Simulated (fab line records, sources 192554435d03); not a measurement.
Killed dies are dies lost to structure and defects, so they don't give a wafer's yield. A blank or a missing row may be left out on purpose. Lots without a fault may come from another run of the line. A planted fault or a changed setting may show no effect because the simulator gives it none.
Chamber matching | flow n5_finfet | N5_BEOL_M12_DEP_53 on pecvd-01: 3 sister chambers
The step deposits SiCN from 3MS/NH3, target thk 30 nm, time 10.5 s. 3 wafers are shown with their chamber, then 8 later ones without.

WAFERS WITH THEIR CHAMBER
wafer  | chamber | throttle_valve_pct (%)
L091.1 | 0       | 22.0
L091.3 | 1       | 17.8
L093.1 | 2       | 18.0

WAFERS WITHOUT THEIR CHAMBER
wafer  | throttle_valve_pct (%)
L093.2 | 21.8
L093.4 | 17.7
L095.3 | 21.7
L095.5 | 22.1
L095.6 | 18.3
L097.2 | 21.8
L097.3 | 18.2
L097.5 | 18.0

WHICH CHAMBER EACH WENT THROUGH
wafer  | from the rows above     | in truth
L093.2 | 0                       | 0
L093.4 | can't be placed: 1 or 2 | 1
L095.3 | 0                       | 0
L095.5 | 0                       | 0
L095.6 | can't be placed: 2 or 1 | 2
L097.2 | 0                       | 0
L097.3 | can't be placed: 2 or 1 | 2
L097.5 | can't be placed: 2 or 1 | 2
Placed correctly: 4 of 8. Can't be placed from these rows: 4 (the true chamber is among the candidates in 4). Placed wrongly: 0.
How it was worked out, from the rows above alone: a wafer's distance from a chamber is the root of the sum, over the readings, of the square of ((its reading less the chamber's mean) divided by the reading's scatter). The wafer belongs to the nearest chamber; if the next one is less than 2 further off, it can't be placed. A chamber's mean is the mean of its shown wafers. The scatter: with one shown wafer a chamber, the root of the mean of the squares of how far each hidden wafer lies from its nearest shown one.
